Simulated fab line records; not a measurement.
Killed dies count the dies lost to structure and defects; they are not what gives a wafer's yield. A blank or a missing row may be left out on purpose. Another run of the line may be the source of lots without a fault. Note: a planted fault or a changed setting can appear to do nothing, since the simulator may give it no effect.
Matching of chambers | flow nand-harc | NHARC_A_STAIRCASE_TRIM_187 on rie-diel-12: 4 sister chambers
The step chemistry O2, time 211.2 s. 8 wafers are shown with their chamber, then 11 later ones without.

## WAFERS WITH THEIR CHAMBER
wafer  | chamber | drypump-motor-current-A (A) | showerhead-plenum-p-Torr (Torr)
L083.5 | 2       | 5.4                         | 3.53
L082.5 | 3       | 4.7                         | 3.43
L084.1 | 0       | 5.8                         | 3.51
L084.5 | 1       | 6.0                         | 3.65
L086.1 | 3       | 4.7                         | 3.43
L086.2 | 2       | 5.5                         | 3.52
L086.4 | 1       | 6.0                         | 3.65
L088.2 | 0       | 5.9                         | 3.51

## WAFERS WITHOUT THEIR CHAMBER
wafer  | drypump-motor-current-A (A) | showerhead-plenum-p-Torr (Torr)
L088.4 | 6.0                         | 3.65
L088.6 | 5.8                         | 3.51
L089.4 | 4.7                         | 3.42
L089.5 | 6.0                         | 3.64
L089.6 | 5.4                         | 3.51
L090.2 | 4.7                         | 3.42
L090.4 | 5.5                         | 3.51
L090.6 | 4.7                         | 3.42
L091.1 | 6.0                         | 3.64
L091.3 | 5.9                         | 3.51
L091.6 | 5.8                         | 3.51

## WHICH CHAMBER EACH WENT THROUGH
wafer  | from the rows above | in truth
L088.4 | 1                   | 1
L088.6 | 0                   | 0
L089.4 | 3                   | 3
L089.5 | 1                   | 1
L089.6 | 2                   | 2
L090.2 | 3                   | 3
L090.4 | 2                   | 2
L090.6 | 3                   | 3
L091.1 | 1                   | 1
L091.3 | 0                   | 0
L091.6 | 0                   | 0
Correctly placed: 11 of 11. From these rows, 0 cannot be placed. Placed wrongly: 0.
How it was worked out, from the rows above alone: a wafer's distance from a chamber is the root of the sum, over the readings, of the square of ((its reading less the chamber's mean) divided by the reading's scatter). If the next closest chamber is less than 2 further off than the closest, the wafer can't be placed; otherwise it belongs to the closest. Each chamber's mean is taken over the wafers shown for it. The scatter: take each reading less its chamber's mean, square it, sum over the shown wafers, divide by the number of wafers less the number of chambers, and take the root.
